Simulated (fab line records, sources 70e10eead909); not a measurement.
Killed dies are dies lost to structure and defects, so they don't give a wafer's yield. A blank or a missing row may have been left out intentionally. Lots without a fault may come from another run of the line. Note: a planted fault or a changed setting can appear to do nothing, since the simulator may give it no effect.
Chamber matching	flow nand harc	NHARC_A_STAIRCASE_ETCHBACK_422 on rie diel-13: 4 sister chambers
The step etches the open film in CH3F/O2, target depth 40 nm, time 74.286 s. 14 wafers are shown with their chamber, then 7 later ones without.

== WAFERS PAIRED WITH THEIR CHAMBERS ==
wafer	chamber	showerhead plenum p Torr (Torr)	rf vpp V (V)	mfc ar sccm (sccm)
L077.3	0	2.50	244.7	199.8
L077.4	3	2.48	244.3	199.7
L077.5	1	2.60	245.9	199.5
L082.2	0	2.49	245.3	200.2
L082.4	2	2.46	244.7	199.9
L082.5	1	2.59	246.8	200.3
L086.2	0	2.49	244.6	200.4
L086.5	3	2.47	245.0	199.5
L086.6	0	2.49	245.1	201.1
L092.1	0	2.48	245.3	199.8
L092.2	3	2.46	243.6	200.3
L092.5	3	2.46	245.1	200.4
L093.1	3	2.46	243.7	200.0
L093.5	1	2.58	245.3	199.1

SIGNATURES (averages over the wafers above)
reading	chamber 0	chamber 1	chamber 2	chamber 3	scatter within a chamber
showerhead plenum p Torr	2.4900	2.5900	2.4600	2.4660	0.00849
rf vpp V	245.000	246.000	244.700	244.340	0.596
mfc ar sccm	200.260	199.633	199.900	199.980	0.499
Rule: a wafer's distance from a chamber is the root of the sum, over the readings, of the square of ((its reading less the chamber's mean) divided by the reading's scatter). If the next closest chamber is less than 2 further off than the closest, the wafer can't be placed; otherwise it belongs to the closest. How the scatter is found: for the shown wafers, subtract from each reading the mean of its chamber, square and add these, divide the total by (wafers less chambers), then take the root.

== WAFERS WITH NO CHAMBER GIVEN ==
wafer	showerhead plenum p Torr (Torr)	rf vpp V (V)	mfc ar sccm (sccm)
L093.6	2.48	245.0	199.7
L096.2	2.58	244.8	200.6
L096.3	2.46	245.6	199.8
L096.4	2.48	245.9	199.5
L097.2	2.45	244.7	200.2
L097.3	2.48	244.1	199.6
L097.6	2.58	246.1	200.5

== EACH ONE'S CHAMBER ==
wafer	from the rows above	in truth
L093.6	can't be placed: 0 or 3 or 2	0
L096.2	1	1
L096.3	can't be placed: 2 or 3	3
L096.4	can't be placed: 0 or 2 or 3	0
L097.2	can't be placed: 2 or 3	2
L097.3	can't be placed: 3 or 0 or 2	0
L097.6	1	1
2 of 7 placed correctly. From these rows, 5 cannot be placed; in 5 the true chamber is one of the candidates. 0 placed wrongly.
